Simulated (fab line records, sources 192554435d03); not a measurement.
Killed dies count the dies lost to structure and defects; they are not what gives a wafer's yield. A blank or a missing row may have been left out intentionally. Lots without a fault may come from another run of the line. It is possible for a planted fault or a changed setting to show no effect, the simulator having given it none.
Chamber matching + flow n5_finfet + 4 sister chambers for N5_SPACER0_ALD_00 on ald_sin-01
The step deposits SiOCN, target thk 3.5 nm, pulse time 3 s, purge time 2 s. 14 wafers are shown with their chamber, then 7 later ones without.

WAFERS, EACH WITH ITS CHAMBER
| wafer  | chamber | heater_power_w (W) | precursor_pulse_height_rel |
|--------|---------|--------------------|----------------------------|
| L076.3 | 3       | 793                | 1.035                      |
| L076.4 | 1       | 909                | 1.021                      |
| L076.5 | 2       | 810                | 0.988                      |
| L079.1 | 3       | 803                | 1.006                      |
| L079.2 | 0       | 753                | 0.976                      |
| L079.3 | 1       | 923                | 1.000                      |
| L079.4 | 2       | 816                | 1.004                      |
| L079.5 | 3       | 793                | 0.977                      |
| L079.6 | 0       | 738                | 0.989                      |
| L091.1 | 3       | 788                | 0.980                      |
| L091.5 | 1       | 912                | 0.967                      |
| L091.6 | 0       | 758                | 1.014                      |
| L094.2 | 0       | 758                | 1.024                      |
| L094.3 | 1       | 901                | 0.978                      |

SIGNATURES, as means of the wafers listed above
| reading                    | chamber 0 | chamber 1 | chamber 2 | chamber 3 | scatter within a chamber |
|----------------------------|-----------|-----------|-----------|-----------|--------------------------|
| heater_power_w             | 751.75    | 911.25    | 813.00    | 794.25    | 8.09                     |
| precursor_pulse_height_rel | 1.00075   | 0.99150   | 0.99600   | 0.99950   | 0.0235                   |
Rule: for each reading, subtract the chamber's mean from the wafer's reading, divide by that reading's scatter and square the result; add these up over the readings and take the root, which gives the wafer's distance from the chamber. If the next closest chamber is less than 2 further off than the closest, the wafer can't be placed; otherwise it belongs to the closest. The scatter is the square root of a quotient: the sum, over the shown wafers, of each reading's squared deviation from its chamber's mean, divided by wafers minus chambers.

WAFERS MISSING THEIR CHAMBER
| wafer  | heater_power_w (W) | precursor_pulse_height_rel |
|--------|--------------------|----------------------------|
| L094.5 | 789                | 1.020                      |
| L096.1 | 779                | 1.023                      |
| L096.4 | 786                | 1.001                      |
| L096.6 | 920                | 1.019                      |
| L097.2 | 801                | 1.003                      |
| L097.5 | 784                | 0.991                      |
| L097.6 | 817                | 1.012                      |

WHICH CHAMBER EACH WENT THROUGH
| wafer  | from the rows above     | in truth |
|--------|-------------------------|----------|
| L094.5 | 3                       | 3        |
| L096.1 | can't be placed: 3 or 0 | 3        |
| L096.4 | 3                       | 3        |
| L096.6 | 1                       | 1        |
| L097.2 | can't be placed: 3 or 2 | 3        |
| L097.5 | 3                       | 3        |
| L097.6 | 2                       | 2        |
Correct placement for 5 of the 7. Cannot be placed on the basis of these rows: 2; the candidates contain the true chamber in 2. Wrongly placed: 0.
